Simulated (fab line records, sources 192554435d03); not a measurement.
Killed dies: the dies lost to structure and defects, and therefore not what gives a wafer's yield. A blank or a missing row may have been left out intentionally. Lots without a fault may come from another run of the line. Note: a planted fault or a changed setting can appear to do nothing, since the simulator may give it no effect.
Chamber matching || flow n5Finfet || N5_BEOL_M3_STRIP_19 on rieDiel-04 has 4 sister chambers
The step strips in O2. 4 wafers are shown with their chamber, then 10 later ones without.

WAFERS, EACH WITH ITS CHAMBER
{"wafer": "L088.4", "chamber": 1, "showerheadPlenumPTorr (Torr)": 2.11}
{"wafer": "L088.6", "chamber": 2, "showerheadPlenumPTorr (Torr)": 2.16}
{"wafer": "L090.2", "chamber": 3, "showerheadPlenumPTorr (Torr)": 2.01}
{"wafer": "L090.3", "chamber": 0, "showerheadPlenumPTorr (Torr)": 2.14}

WAFERS WITH NO CHAMBER GIVEN
{"wafer": "L090.5", "showerheadPlenumPTorr (Torr)": 2.11}
{"wafer": "L093.3", "showerheadPlenumPTorr (Torr)": 2.10}
{"wafer": "L093.4", "showerheadPlenumPTorr (Torr)": 2.00}
{"wafer": "L093.6", "showerheadPlenumPTorr (Torr)": 2.10}
{"wafer": "L094.1", "showerheadPlenumPTorr (Torr)": 2.10}
{"wafer": "L094.5", "showerheadPlenumPTorr (Torr)": 2.00}
{"wafer": "L094.6", "showerheadPlenumPTorr (Torr)": 2.13}
{"wafer": "L095.2", "showerheadPlenumPTorr (Torr)": 2.15}
{"wafer": "L095.3", "showerheadPlenumPTorr (Torr)": 2.13}
{"wafer": "L095.4", "showerheadPlenumPTorr (Torr)": 2.10}

EACH ONE'S CHAMBER
{"wafer": "L090.5", "from the rows above": 1, "in truth": 1}
{"wafer": "L093.3", "from the rows above": 1, "in truth": 1}
{"wafer": "L093.4", "from the rows above": 3, "in truth": 3}
{"wafer": "L093.6", "from the rows above": 1, "in truth": 1}
{"wafer": "L094.1", "from the rows above": 1, "in truth": 1}
{"wafer": "L094.5", "from the rows above": 3, "in truth": 3}
{"wafer": "L094.6", "from the rows above": "can't be placed: 0 or 1", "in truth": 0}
{"wafer": "L095.2", "from the rows above": "can't be placed: 0 or 2", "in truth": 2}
{"wafer": "L095.3", "from the rows above": "can't be placed: 0 or 1", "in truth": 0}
{"wafer": "L095.4", "from the rows above": 1, "in truth": 1}
7 of 10 placed correctly. From these rows, 3 cannot be placed; in 3 the true chamber is one of the candidates. Number placed wrongly: 0.
How it was worked out, from the rows above alone: a wafer's distance from a chamber is the root of the sum, over the readings, of the square of ((its reading less the chamber's mean) divided by the reading's scatter). If the next closest chamber is less than 2 further off than the closest, the wafer can't be placed; otherwise it belongs to the closest. Each chamber's mean is taken over the wafers shown for it. The scatter: with one shown wafer a chamber, the root of the mean of the squares of how far each hidden wafer lies from its nearest shown one.
